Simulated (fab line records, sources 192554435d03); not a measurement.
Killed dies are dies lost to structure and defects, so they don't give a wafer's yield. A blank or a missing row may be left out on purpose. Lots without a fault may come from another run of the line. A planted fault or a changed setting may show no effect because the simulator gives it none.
A struck lot beside a sound one | flow n5_finfet | 36 steps out of a route of 1938
Sound: wafers L592.2, L592.4, L592.6. Struck: wafers L609.3, L609.6. (L609.1 of the same lot was not struck and is left out.) The cause comes at the end.
At each step with rows: each side's tool, then ch and its chambers, then its first start. Under that, the readings that differ: sound wafers | struck wafers | difference of the means | sigmas: that difference in standard deviations of wafers without a fault.
alike: readings whose means differ by less than 2 such deviations, and words and numbers that are the same on both sides. not compared: withheld readings, readings that some wafer has no value for, bounds like >300 that may hide the same value, and numbers for which the record gives no deviation and whose values overlap.
The two part at a step that has a row with sigmas, a row that says differs or no value, or rows on one side only. Numbers that don't overlap but have no deviation are shown without sigmas and don't part them. A reading that every wafer of one side lacks parts them only if that side has two wafers or more.

first, 8 steps without rows for these wafers: N5_BEOL_M7_SPUTTER_48 (material Cu, target thk 10 nm, time 1.667 s); N5_BEOL_M7_ECD_50 (material Cu, target thk 300 nm); N5_BEOL_M7_ANNEAL_51 (time 90 s); N5_BEOL_M7_CMP_52 (polishes, stops on SiCOH lowk, t overpolish 6.9 s, target thk 80 nm); N5_BEOL_M7_PRE_CLEAN_55 (time 15 s); N5_BEOL_M7_DEP_56 (deposits SiCN from 3MS/NH3, target thk 10 nm, time 17.5 s); N5_BEOL_M8_ILD_DEP_00 (deposits SiCOH lowk from DEMS/porogen, target thk 179.75 nm, time 33.4 s); N5_BEOL_M8_CURE_74 (cures SiCOH lowk, time 240 s).
N5_BEOL_M8_PECVD_70: deposits SiO2 from TEOS/O2, target thk 20 nm, time 22.7 s.
  sound on pecvd-02 ch 0,1, day 9 05:16; struck on pecvd-02 ch 1, day 14 01:43
  reading                                    | sound                | struck        | difference | sigmas
  heater_power_outer_w (W)                   | 381 365 387          | 491 509       | +122       | +2
  susceptor_temp_C (C)                       | 400.10 399.97 400.09 | 409.94 409.69 | +9.76      | +42
  model.SiO2_of_BEOL_M8_PECVD_70.thk_nm (nm) | 19.8 20 19.8         | 17.8 18.4     | -1.8       |
  alike: chamber_pressure_Torr, heater_power_w, rf_fwd_power_W, showerhead_plenum_p_Torr, throttle_valve_pct
then, 25 steps without rows for these wafers: N5_BEOL_M8_HM_DEP_02 (deposits TiN, target thk 20 nm); N5_BEOL_M8_COAT_59 (time 60 s, resist thk 100 nm); N5_BEOL_M8_COAT_60 (time 60 s, resist thk 35 nm); N5_BEOL_M8_COAT_05 (resist thk 90 nm); N5_BEOL_M8_EBR_07; N5_BEOL_M8_SOFTBAKE_06 (time 60 s); N5_BEOL_M8_EXPOSE_08 (exposes mask M8); N5_BEOL_M8_PEB_09 (peb time 60 s); N5_BEOL_M8_DEVELOP_10 (develop time 30 s); N5_BEOL_M8_DESCUM_16 (chemistry O2, time 7.9 s); N5_BEOL_M8_ETCH_61 (etches SiARC in CF4, target depth 45.5 nm, time 75.8 s); N5_BEOL_M8_ETCH_62 (etches SOC in N2/H2, target depth 110 nm, overetch 22 nm, time 165 s); N5_BEOL_M8_STRIP_68 (strips in N2/H2); N5_BEOL_M8_STRIP_67 (strips in CF4); N5_BEOL_M8_HM_OPEN_17 (chemistry Cl2/BCl3, target TiN, target depth 20 nm, overetch 6 nm); N5_BEOL_M8_STRIP_19 (strips in O2); N5_BEOL_M8_COAT_63 (time 60 s, resist thk 60 nm); N5_BEOL_M8_COAT_64 (time 60 s, resist thk 12 nm); N5_BEOL_M8_COAT_71 (time 60 s, resist thk 5 nm); N5_BEOL_M8_COAT_22 (resist thk 30 nm); N5_BEOL_M8_EBR_24; N5_BEOL_M8_SOFTBAKE_23 (time 60 s); N5_BEOL_M8_EXPOSE_25 (exposes mask V7, target cd 40 nm); N5_BEOL_M8_PEB_26 (peb time 60 s); N5_BEOL_M8_DEVELOP_27 (develop time 30 s).
N5_BEOL_M8_HM_STRIP_39: strips TiN in peroxide tin strip, target depth 25 nm, time 158 s.
  sound on wet_bench-05 ch 2,3,7, day 9 10:41; struck on wet_bench-03 ch 1,7, day 14 06:49
  reading                                    | sound          | struck    | difference | sigmas
  model.SiO2_of_BEOL_M8_PECVD_70.thk_nm (nm) | 19.6 19.8 19.8 | 17.8 18.2 | -1.7       |
N5_PASSIVATION_PROBE_49:
  the record has rows for the sound wafers here (prober-01, day 12 07:46) and none for the struck ones

WHERE THEY PART
First at N5_BEOL_M8_PECVD_70; last, within this record, at N5_PASSIVATION_PROBE_49.

WHY: what the simulator had put in
Process parameter drift: pecvd-02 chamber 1, from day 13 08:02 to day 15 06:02, at N5_BEOL_M8_PECVD_70. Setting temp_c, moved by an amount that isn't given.
